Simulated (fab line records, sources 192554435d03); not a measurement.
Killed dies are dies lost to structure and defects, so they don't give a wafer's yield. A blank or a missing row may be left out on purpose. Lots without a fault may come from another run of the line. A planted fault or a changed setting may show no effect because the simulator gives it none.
Chamber matching | flow n5_finfet | N5_BEOL_M9_CMP_52 on cmp-01: 4 sister chambers
The step polishes, stops on SiCOH lowk, t overpolish 7 s, target thk 140 nm. 8 wafers are shown with their chamber, then 11 later ones without.

WAFERS WITH THEIR CHAMBER
wafer  | chamber | motor_current_A (A) | barrier_field_endpoint_s (s)
L083.5 | 2       | 7.0                 | 29.0
L087.1 | 3       | 6.7                 | 28.0
L087.3 | 0       | 5.5                 | 28.5
L087.6 | 2       | 7.1                 | 29.3
L086.1 | 1       | 6.3                 | 28.8
L086.3 | 3       | 6.7                 | 27.6
L086.5 | 0       | 5.4                 | 28.3
L089.4 | 1       | 6.1                 | 28.2

WAFERS WITHOUT THEIR CHAMBER
wafer  | motor_current_A (A) | barrier_field_endpoint_s (s)
L089.5 | 7.4                 | 28.3
L089.6 | 6.5                 | 28.8
L090.1 | 6.4                 | 27.1
L090.3 | 5.5                 | 28.8
L090.5 | 7.1                 | 27.8
L093.2 | 6.5                 | 27.0
L093.3 | 7.3                 | 27.9
L093.5 | 6.3                 | 28.0
L097.2 | 6.7                 | 29.4
L097.3 | 7.2                 | 28.2
L097.5 | 5.4                 | 29.3

WHICH CHAMBER EACH WENT THROUGH
wafer  | from the rows above     | in truth
L089.5 | 2                       | 2
L089.6 | can't be placed: 1 or 3 | 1
L090.1 | can't be placed: 3 or 1 | 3
L090.3 | 0                       | 0
L090.5 | can't be placed: 3 or 2 | 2
L093.2 | 3                       | 3
L093.3 | can't be placed: 2 or 3 | 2
L093.5 | 1                       | 1
L097.2 | can't be placed: 2 or 3 | 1
L097.3 | 2                       | 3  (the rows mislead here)
L097.5 | 0                       | 0
Placed correctly: 5 of 11. Can't be placed from these rows: 5 (the true chamber is among the candidates in 4). Placed wrongly: 1.
How it was worked out, from the rows above alone: a wafer's distance from a chamber is the root of the sum, over the readings, of the square of ((its reading less the chamber's mean) divided by the reading's scatter). The wafer belongs to the nearest chamber; if the next one is less than 2 further off, it can't be placed. A chamber's mean is the mean of its shown wafers. The scatter: the root of (the sum of the squares of (reading less its chamber's mean) over the shown wafers, divided by (wafers less chambers)).
